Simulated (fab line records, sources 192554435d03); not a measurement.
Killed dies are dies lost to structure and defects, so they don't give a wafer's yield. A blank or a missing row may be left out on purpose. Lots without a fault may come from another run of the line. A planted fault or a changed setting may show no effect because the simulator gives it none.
Which tool did it? | flow n5_finfet | 10 lots, 30 wafers sampled, at 4 steps of a route of 1938

WHAT THE GAUGES READ, wafer by wafer
N5_PASSIVATION_OVL_MEAS_66.
lot  | measured     | on         | PASS_OPEN_OVL (nm)
L534 | day 11 21:32 | overlay-02 | -3 -4 3
L540 | day 13 18:01 | overlay-02 | 2 -3 9
L542 | day 14 05:52 | overlay-02 | -1 2 3
L545 | day 14 19:57 | overlay-02 | -8 0 2
L543 | day 15 04:20 | overlay-02 | 1 7 -2
L544 | day 15 03:55 | overlay-01 | -2 -7 -6
L546 | day 15 15:34 | overlay-01 | -3 -2 -5
L552 | day 16 20:05 | overlay-01 | 3 -3 1
L553 | day 16 23:32 | overlay-01 | 5 3 4
L557 | day 18 09:28 | overlay-02 | 5 -3 4

WHICH TOOL RAN EACH LOT (tool, then ch and the chambers of the sampled wafers, then the start)
lot  | N5_BEOL_M10_TRENCH_ETCH_37         | N5_MIM_TOP_ETCH_ETCH_00           | N5_PASSIVATION_STRIP_34
L534 | rie_diel-05 ch 0,1, day 9 23:56    | rie_metal-02 ch 0,1, day 11 14:04 | rie_diel-02 ch 0,2,3, day 11 20:14
L540 | rie_diel-02 ch 1,2, day 11 18:13   | rie_metal-02 ch 1, day 13 09:44   | rie_diel-01 ch 2,3, day 13 16:49
L542 | rie_diel-01 ch 1,2,3, day 12 10:07 | rie_metal-02 ch 0,1, day 13 23:44 | rie_diel-01 ch 0,1,2, day 14 04:48
L545 | rie_diel-01 ch 1,2,3, day 12 18:26 | rie_metal-02 ch 0,1, day 14 12:52 | rie_diel-02 ch 1,2,3, day 14 18:49
L543 | rie_diel-01 ch 0,2,3, day 13 00:49 | rie_metal-02 ch 0,1, day 14 21:58 | rie_diel-05 ch 1,2, day 15 03:09
L544 | rie_diel-02 ch 0,1, day 13 04:26   | rie_metal-01 ch 0,1, day 14 22:16 | rie_diel-01 ch 0,1,2, day 15 02:44
L546 | rie_diel-02 ch 0,1, day 13 14:59   | rie_metal-01 ch 0,1, day 15 07:13 | rie_diel-01 ch 0,1,3, day 15 14:29
L552 | rie_diel-02 ch 0,1,2, day 14 23:40 | rie_metal-01 ch 0,1, day 16 13:16 | rie_diel-02 ch 1,2,3, day 16 18:53
L553 | rie_diel-02 ch 0,2,3, day 15 02:38 | rie_metal-01 ch 0,1, day 16 17:29 | rie_diel-01 ch 0,1,2, day 16 22:20
L557 | rie_diel-01 ch 1,2,3, day 16 10:04 | rie_metal-02 ch 0, day 18 02:18   | rie_diel-05 ch 0,1,2, day 18 08:14
- N5_BEOL_M10_TRENCH_ETCH_37: etches SiCOH lowk in C4F6/O2, target depth 148.83 nm, time 48 s.
- N5_MIM_TOP_ETCH_ETCH_00: etches TiN in Cl2/BCl3, target depth 38.5 nm.
- N5_PASSIVATION_STRIP_34: strips in O2.

THE ANSWER, worked out from the rows above alone
Rule: what is usual is taken from the lots themselves. Put in order of their means at a reading, lots are off if they are a third of the lots or fewer, leave a main group of 4 or more, and stand apart from it by a gap of 3 or more times the standard deviation of the main group's means; of several such gaps the widest counts. A main group whose means are all the same, to the digits that the tables above print for the reading, isn't used. A lot without any number at a reading at which 4 lots or more have one is off too. The other lots that the step has rows for count as sound.
No lot is off at any reading shown: from this, nothing can be told.

WHAT THE SIMULATOR HAD PUT IN
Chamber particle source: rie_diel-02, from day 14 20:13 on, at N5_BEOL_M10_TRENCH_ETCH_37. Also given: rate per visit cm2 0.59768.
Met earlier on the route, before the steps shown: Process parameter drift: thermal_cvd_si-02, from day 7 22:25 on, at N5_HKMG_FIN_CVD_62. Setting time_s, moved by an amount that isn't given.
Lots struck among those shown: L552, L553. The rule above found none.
